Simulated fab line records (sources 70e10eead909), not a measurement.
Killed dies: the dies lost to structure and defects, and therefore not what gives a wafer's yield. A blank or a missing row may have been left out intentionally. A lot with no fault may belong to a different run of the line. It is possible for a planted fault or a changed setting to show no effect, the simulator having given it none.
fab line records    flow nand-harc
record: lots: 11  wafers: 31  last-day: 33
route steps=1302 shown A_CHANNEL_HOLE_D1@484 A_CHANNEL_FILL_D1@509 A_DECK1_JOINT@542 A_ONON_D2@548 END@1302
lots that met no fault: from a run of the same line without faults
start-h: the number of hours between the record's first day and the start of the first shown wafer of the lot    wait-h: hours from the lot's prior step to this one    " identical to the entry in the row above    L1.1+2: several wafers, shown together as one row    - no value, or no start was given    * or withheld: withheld    < > ~ a bound
route shown NAME@n: a module of which the file shows steps, and the number in the route of the first    usual: mean/standard deviation of fault-free wafers    same: alike in all rows    chamber/n: place in a boat    sites: readings site by site    _std_site: the values' standard deviation    _edge_site: inner sites' mean taken away from outer sites' mean    radius-mm: how far each site lies from the wafer's centre    mask NAME#n: copy n    behind: the last tool/chamber to shape the wafer    hold: the reason the lot was held/the length of the hold in hours/how it ended    device: transistor that didn't switch, given as n, p or np    end of line: the route-end tests of the same wafers    a step without rows: its recipe alone    killed: count of dies lost to structure and defects at first sort (not the wafer's yield)    map: dies across one wafer; x = killed, . = not, _ = none there
set.NAME: the setting as run; set.NAME@STEP: as run at that earlier step    model.NAME: the simulator's own value behind a step, which no gauge read
a sample of lots followed through the steps of the route, with each step as a table and each wafer as a row
services: a tool's chamber out of use, with start hour (start-h, from the record's first day; less than 0 if before it), hours out, and reason
== steps ==
step: NHARC_A_CHANNEL_HOLE_D1_STRIP_27
recipe: o2-flow-sccm: 500  ar-flow-sccm: 0  bias-w: 0  chemistry: O2
usual: drypump-motor-current-A: 5.6/0.34  o2-flow-sccm: 500.1/1.4  oes-product-au: 1.004/0.016  rf-vpp-V: 57.7/0.86  showerhead-plenum-p-Torr: 3.52/0.13  throttle-valve-pct: 17.036/0.0091
lot.wafer  tool         chamber  start-h  wait-h  drypump-motor-current-A  o2-flow-sccm  oes-product-au  rf-hours-counter-h  rf-vpp-V  showerhead-plenum-p-Torr  throttle-valve-pct
L625.1     rie-diel-04  3        -        -       5.8                      499.4         1.009           0                   58.1      3.37                      17.038
L625.5     "            2        "        "       5.1                      499.2         0.968           -                   56.9      3.60                      17.038
L625.6     "            3        "        "       5.8                      500.8         1.015           -                   55.9      3.37                      17.038
L627.3     rie-diel-03  3        -        -       5.4                      499.2         0.998           26                  57.9      3.42                      17.043
L627.4     "            1        "        "       5.7                      500.2         1.004           26                  57.6      3.59                      17.039
L627.6     "            0        "        "       6.2                      498.8         1.005           -                   57.7      3.32                      17.043
L626.4     rie-diel-04  1        -        -       5.4                      500.5         1.009           2                   58.7      3.63                      17.029
L626.1     "            0        "        "       5.5                      499.1         0.996           1                   57.4      3.54                      17.028
L626.5     "            2        "        "       5.1                      500.2         0.980           -                   57.7      3.60                      17.039
L628.4     rie-diel-04  0        -        -       5.5                      500.8         1.012           3                   57.5      3.54                      17.034
L628.5     "            0        "        "       5.5                      502.8         1.016           -                   58.4      3.54                      17.020
L628.6     "            1        "        "       5.4                      501.1         1.005           -                   58.1      3.63                      17.037
L630.3     rie-diel-03  2        -        -       6.2                      497.6         1.000           36                  57.8      3.38                      17.036
L630.4     "            3        "        "       5.4                      499.4         1.022           36                  57.5      3.41                      17.040
L630.5     "            1        "        "       5.7                      499.4         1.004           -                   59.3      3.59                      17.044
L638.5     rie-diel-04  2        -        -       5.1                      499.6         0.979           -                   58.6      3.60                      17.041
L638.6     "            3        "        "       5.8                      500.2         1.013           -                   57.3      3.36                      17.043
L640.3     rie-diel-13  2        -        -       6.1                      499.1         1.020           52                  58.0      3.75                      17.030
L640.5     "            3        "        "       5.1                      499.9         1.008           -                   57.1      3.36                      17.038
L643.2     rie-diel-13  2        -        -       6.1                      499.6         0.992           3                   58.5      3.74                      17.037
L643.1     "            0        "        "       5.9                      501.0         0.987           2                   57.0      3.63                      17.033
L643.5     "            2        "        "       6.1                      502.0         0.999           -                   59.0      3.74                      17.032
L646.3     rie-diel-03  3        -        -       5.4                      499.6         1.003           44                  56.9      3.38                      17.034
L646.6     "            1        "        "       5.7                      498.1         1.007           -                   58.9      3.56                      17.026
L646.5     "            2        "        "       6.1                      501.3         1.000           -                   58.3      3.35                      17.056
L647.1     rie-diel-04  0        -        -       5.5                      500.8         0.978           3                   58.7      3.53                      17.058
L647.2     "            1        "        "       5.4                      501.1         0.988           4                   59.3      3.62                      17.032
L647.5     "            0        "        "       5.5                      496.7         0.999           -                   58.0      3.53                      17.033
L648.4     rie-diel-04  2        -        -       5.1                      500.6         0.978           4                   57.5      3.59                      17.039
L648.3     "            1        "        "       5.4                      499.9         0.996           5                   58.0      3.62                      17.042
L648.5     "            2        "        "       5.1                      500.6         0.972           -                   58.7      3.59                      17.022
step: NHARC_A_CHANNEL_FILL_D1_STRIP_29
recipe: time-s: 20  o2-flow-sccm: 500  ar-flow-sccm: 0  bias-w: 0  chemistry: O2
usual: drypump-motor-current-A: 5.6/0.47  o2-flow-sccm: 499.9/1.4  oes-product-au: 0.996/0.012  rf-vpp-V: 57.8/0.89  showerhead-plenum-p-Torr: 3.53/0.15  throttle-valve-pct: 17.037/0.0099
lot.wafer  tool         chamber  start-h  wait-h  drypump-motor-current-A  o2-flow-sccm  oes-product-au  rf-hours-counter-h  rf-vpp-V  showerhead-plenum-p-Torr  throttle-valve-pct
L625.1     rie-diel-09  2        -        -       6.3                      498.4         0.992           3.8                 55.7      3.30                      17.034
L625.5     "            0        "        "       5.0                      499.2         0.992           -                   57.5      3.36                      17.040
L625.6     "            1        "        "       5.8                      501.0         1.010           -                   59.3      3.66                      17.044
L626.1     rie-diel-02  3        244.03   0.1     5.2                      497.7         0.983           0.1                 56.7      3.67                      17.034
L626.5     "            3        "        "       5.3                      500.4         0.977           -                   58.8      3.67                      17.032
L626.4     "            0        "        "       5.3                      499.2         1.007           -                   56.3      3.68                      17.046
L627.3     rie-diel-09  1        -        -       5.8                      499.0         1.008           3.2                 58.7      3.66                      17.027
L627.4     "            2        "        "       6.3                      500.4         1.009           4.0                 58.4      3.30                      17.019
L627.6     "            3        "        "       5.6                      502.2         1.001           -                   57.7      3.63                      17.037
L628.4     rie-diel-02  0        -        -       5.3                      500.5         1.021           1.8                 58.6      3.68                      17.035
L628.6     "            0        "        "       5.3                      499.8         1.020           -                   58.8      3.68                      17.029
L628.5     "            1        "        "       5.7                      498.8         0.984           -                   57.9      3.58                      17.030
L630.3     rie-diel-09  0        -        -       5.0                      499.7         0.984           5.4                 56.8      3.36                      17.029
L630.4     "            2        "        "       6.3                      499.5         0.997           5.9                 56.5      3.30                      17.044
L630.5     "            0        "        "       5.0                      501.3         0.991           -                   57.2      3.36                      17.040
L638.5     rie-diel-02  0        -        -       5.3                      500.3         1.006           -                   57.7      3.68                      17.027
L638.6     "            1        "        "       5.7                      501.0         0.980           -                   57.2      3.57                      17.026
L640.3     rie-diel-02  1        -        -       5.7                      497.7         0.972           10.2                58.7      3.57                      17.028
L640.5     "            0        "        "       5.2                      502.4         1.006           -                   58.8      3.68                      17.033
L643.1     rie-diel-10  2        -        -       5.2                      498.3         1.014           8.7                 57.1      3.78                      17.029
L643.2     "            3        "        "       6.4                      501.2         1.012           9.2                 56.9      3.41                      17.038
L643.5     "            1        "        "       5.9                      501.2         1.004           -                   57.6      3.47                      17.030
L647.1     rie-diel-09  3        -        -       5.6                      497.8         1.000           6.1                 57.7      3.63                      17.044
L647.2     "            0        "        "       5.0                      498.9         0.982           5.2                 56.9      3.36                      17.038
L647.5     "            3        "        "       5.6                      498.2         0.996           -                   58.4      3.63                      17.031
L646.3     rie-diel-10  0        -        -       5.1                      501.8         1.004           1.6                 57.1      3.48                      17.055
L646.6     "            3        "        "       6.4                      498.1         0.985           -                   55.8      3.41                      17.050
L646.5     "            0        "        "       5.1                      502.0         1.005           -                   58.8      3.48                      17.041
L648.3     rie-diel-10  0        -        -       5.1                      499.3         1.020           1.9                 58.7      3.48                      17.037
L648.4     "            3        "        "       6.4                      502.4         0.988           1.9                 57.2      3.41                      17.057
L648.5     "            0        "        "       5.2                      498.5         1.012           -                   57.6      3.48                      17.035
step: NHARC_A_DECK1_JOINT_DEP_16
recipe: target-thk-a: 450  temp-c: 400  pressure-torr: 6.5  rf-w: 900  teos-flow-sccm: 161.4  flow-sccm: 2650  target-thk-nm: 45  gas: O2  material: SiO2
usual: chamber-pressure-Torr: 6.504/0.015  heater-power-w: 607/77  showerhead-vpp-V: 1848/75  throttle-valve-pct: 16.1/0.46
lot.wafer  tool      chamber  start-h  wait-h  chamber-pressure-Torr  heater-power-w  showerhead-vpp-V  since-wet-clean-h  throttle-valve-pct
L625.1     pecvd-02  1        279.00   0.1     6.493                  539             1800              39                 16.5
L625.6     "         0        "        "       6.514                  668             1743              -                  16.0
L625.5     "         1        "        "       6.509                  540             1807              -                  16.2
L627.3     pecvd-02  1        284.48   0.1     6.516                  457             1802              44                 16.4
L627.6     "         1        "        "       6.500                  483             1797              -                  16.3
L627.4     "         2        "        "       6.481                  602             1825              -                  15.3
L626.1     pecvd-04  1        284.54   0.1     6.480                  756             1871              2                  16.2
L626.4     "         2        "        "       6.493                  642             1972              -                  15.7
L626.5     "         1        "        "       6.503                  745             1870              -                  16.2
L628.5     pecvd-03  1        307.58   0.2     6.535                  566             1936              -                  16.3
L628.4     "         2        "        "       6.514                  539             1931              -                  15.2
L628.6     "         0        "        "       6.500                  578             1838              -                  16.4
L630.3     pecvd-04  2        324.41   0.1     6.503                  632             1938              42                 15.9
L630.4     "         2        "        "       6.536                  652             1988              -                  15.5
L630.5     "         0        "        "       6.503                  545             1741              -                  16.2
L638.5     pecvd-04  2        411.51   0.2     6.507                  635             1942              -                  15.8
L638.6     "         0        "        "       6.498                  610             1725              -                  16.3
L640.3     pecvd-04  2        421.23   0.1     6.488                  695             1976              139                16.1
L640.5     "         1        "        "       6.484                  831             1849              -                  16.8
L643.2     pecvd-04  1        446.83   0.1     6.499                  844             1864              164                16.6
L643.1     "         2        "        "       6.508                  666             1932              164                15.8
L643.5     "         1        "        "       6.511                  825             1909              -                  16.6
L647.1     pecvd-03  1        504.67   0.1     6.476                  611             1904              125                16.0
L647.2     "         0        "        "       6.516                  638             1865              126                16.4
L647.5     "         1        "        "       6.478                  604             1937              -                  16.3
L646.3     pecvd-04  0        504.71   0.1     6.518                  671             1748              41                 16.6
L646.5     "         0        "        "       6.541                  689             1759              -                  16.2
L646.6     "         1        "        "       6.530                  799             1868              -                  15.9
L648.3     pecvd-02  0        516.52   0.1     6.508                  521             1757              95                 16.4
L648.4     "         1        "        "       6.525                  571             1802              -                  17.0
L648.5     "         2        "        "       6.517                  569             1821              -                  16.2
step: NHARC_A_DECK1_JOINT_THK_MEAS_17
recipe: thk-meas-gauge: ellipsometry
usual: thk-nm: 44.7/1.2
lot.wafer  tool           chamber  start-h  wait-h  thk-nm
L625.1     film-metro-01  -        279.22   0.2     45.6
L625.5     "              -        "        "       45.3
L625.6     "              -        "        "       45.1
L626.1     film-metro-01  -        284.76   0.2     43.9
L626.4     "              -        "        "       43.0
L626.5     "              -        "        "       43.9
L627.3     film-metro-02  -        284.76   0.3     43.7
L627.4     "              -        "        "       47.3
L627.6     "              -        "        "       45.9
L628.4     film-metro-02  -        307.78   0.1     46.2
L628.5     "              -        "        "       44.9
L628.6     "              -        "        "       43.7
L630.3     film-metro-02  -        324.69   0.3     44.5
L630.4     "              -        "        "       44.0
L630.5     "              -        "        "       45.6
L638.5     film-metro-02  -        411.68   0.1     71.6
L638.6     "              -        "        "       73.0
L640.3     film-metro-02  -        421.48   0.2     45.5
L640.5     "              -        "        "       72.9
L643.1     film-metro-02  -        447.11   0.2     45.4
L643.2     "              -        "        "       46.7
L643.5     "              -        "        "       75.1
L647.1     film-metro-01  -        504.95   0.3     43.5
L647.2     "              -        "        "       42.4
L647.5     "              -        "        "       44.7
L646.3     film-metro-01  -        504.99   0.3     44.2
L646.5     "              -        "        "       46.0
L646.6     "              -        "        "       44.8
L648.3     film-metro-01  -        516.80   0.3     45.9
L648.4     "              -        "        "       46.9
L648.5     "              -        "        "       47.5
step: NHARC_A_ONON_D2_THK_MEAS_05
recipe: thk-meas-gauge: ellipsometry
usual: thk-nm: 1003/8
lot.wafer  tool           chamber  start-h  wait-h  thk-nm
L625.1     film-metro-02  -        280.40   -       1007
L625.5     "              -        "        "       1006
L625.6     "              -        "        "       1006
L626.1     film-metro-02  -        285.93   -       1004
L626.4     "              -        "        "       1004
L626.5     "              -        "        "       1003
L627.3     film-metro-01  -        285.94   -       1005
L627.4     "              -        "        "       1006
L627.6     "              -        "        "       1006
L628.4     film-metro-02  -        309.07   -       1002
L628.5     "              -        "        "       1002
L628.6     "              -        "        "       1000
L630.3     film-metro-02  -        325.87   -       1007
L630.4     "              -        "        "       1007
L630.5     "              -        "        "       1005
L638.5     film-metro-02  -        412.85   -       1010
L638.6     "              -        "        "       1013
L640.3     film-metro-02  -        422.66   -       1005
L640.5     "              -        "        "       1004
L643.1     film-metro-02  -        448.29   -       999
L643.2     "              -        "        "       999
L643.5     "              -        "        "       998
L647.1     film-metro-02  -        506.14   -       1011
L647.2     "              -        "        "       1011
L647.5     "              -        "        "       1010
L646.3     film-metro-01  -        506.16   -       1012
L646.5     "              -        "        "       1013
L646.6     "              -        "        "       1012
L648.3     film-metro-01  -        518.03   -       1009
L648.4     "              -        "        "       1009
L648.5     "              -        "        "       1008
step: NHARC_END_SORT_01
recipe: temp-c: 25
usual: killed-at-array: 54/21  killed-at-other: 0.9/1.1  killed-at-periphery: 3.5/2.5  killed-dies: 58/21  killed-open: 3.3/1.9  killed-short: 2.6/1.8
same: gross-dies: 677
lot.wafer  tool       chamber  start-h  wait-h  killed-at-array  killed-at-other  killed-at-periphery  killed-dies  killed-open  killed-short
L638.5     prober-01  0        708.70   3.7     53               0                13                   66           5            1
L638.6     prober-01  0        709.50   4.0     56               1                6                    63           6            5
killed by level:class
L638.5 A_CHANNEL_HOLE_D1:chamber-film-flake=30 A_CONTACT:chamber-film-flake=8 P_M1:chamber-film-flake=6 P_BONDPAD:chamber-film-flake=3 A_STAIRCASE:chamber-film-flake=3 A_SLIT:chamber-film-flake=3 P_M2:chamber-film-flake=2 A_ZERO_WELL:chamber-film-flake=2
L638.6 A_CHANNEL_HOLE_D1:chamber-film-flake=36 A_CHANNEL_FILL_D2:chamber-film-flake=4 P_M1:chamber-film-flake=3 A_ONON_D1:geometric-particle:short=2 A_WL_FILL:geometric-particle:open=2 A_CONTACT:chamber-film-flake=2 P_M0:geometric-particle:open=1 A_ONON_D1:geometric-particle:open=1
== services ==
tool         chamber  start-h  hours  kind
rie-diel-04  -        177.90   9.0    pm
rie-diel-02  -        216.70   9.0    pm
rie-diel-09  1        216.74   9.8    repair
rie-diel-09  0        221.90   7.7    repair
rie-diel-02  3        226.03   13.4   repair
pecvd-04     2        236.93   4.0    repair
rie-diel-09  2        255.49   2.4    repair
pecvd-04     -        269.39   13.0   pm
rie-diel-04  0        282.03   9.4    repair
rie-diel-04  -        299.06   0.3    repair
rie-diel-09  -        318.29   0.4    repair
rie-diel-09  -        320.12   9.0    pm
rie-diel-02  3        331.62   13.3   repair
rie-diel-09  2        344.49   3.1    repair
rie-diel-04  -        354.90   9.0    pm
rie-diel-09  1        361.73   29.0   repair
pecvd-04     2        385.57   4.8    repair
rie-diel-04  2        399.18   15.8   repair
rie-diel-09  1        443.02   1.3    repair
pecvd-04     -        450.39   13.0   pm
pecvd-04     -        463.51   1.0    repair
rie-diel-09  3        475.81   7.2    repair
rie-diel-09  -        497.16   9.0    pm
rie-diel-04  1        512.98   1.3    repair
== key ==
first-sign: step: NHARC_A_DECK1_JOINT_THK_MEAS_17  reading: thk-nm  direction: up  sigmas: 24  usual: 44.7  struck: 73.2
effect none on later readings
met-at NHARC_A_DECK1_JOINT_DEP_16
struck-lots L638,L640,L643
struck-wafers L638.5,L638.6,L640.5,L643.5
tester-left-out L638,L640,L643
not-acting-at NHARC_A_CHANNEL_HOLE_D1_STRIP_27,NHARC_A_CHANNEL_FILL_D1_STRIP_29,NHARC_A_ONON_D2_THK_MEAS_05
onset-between 324.41 411.51
fault: kind: process-parameter-drift  tool: pecvd-04  chamber: -  onset-h: 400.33  steps: NHARC_A_DECK1_JOINT_DEP_16  channel: target-thk-nm  offset: 27.678  shape: step  end-h: 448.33  scope: struck-wafers-only  acts-in: these-recipes-only  stated: 45
tester-left-out: of these lots the tester's yield and bins aren't shown, on N5 and GAA mostly nor the transistor test; their killed dies are dies lost to structure and defects alone, not to doping, threshold or leakage, so they don't give the yield
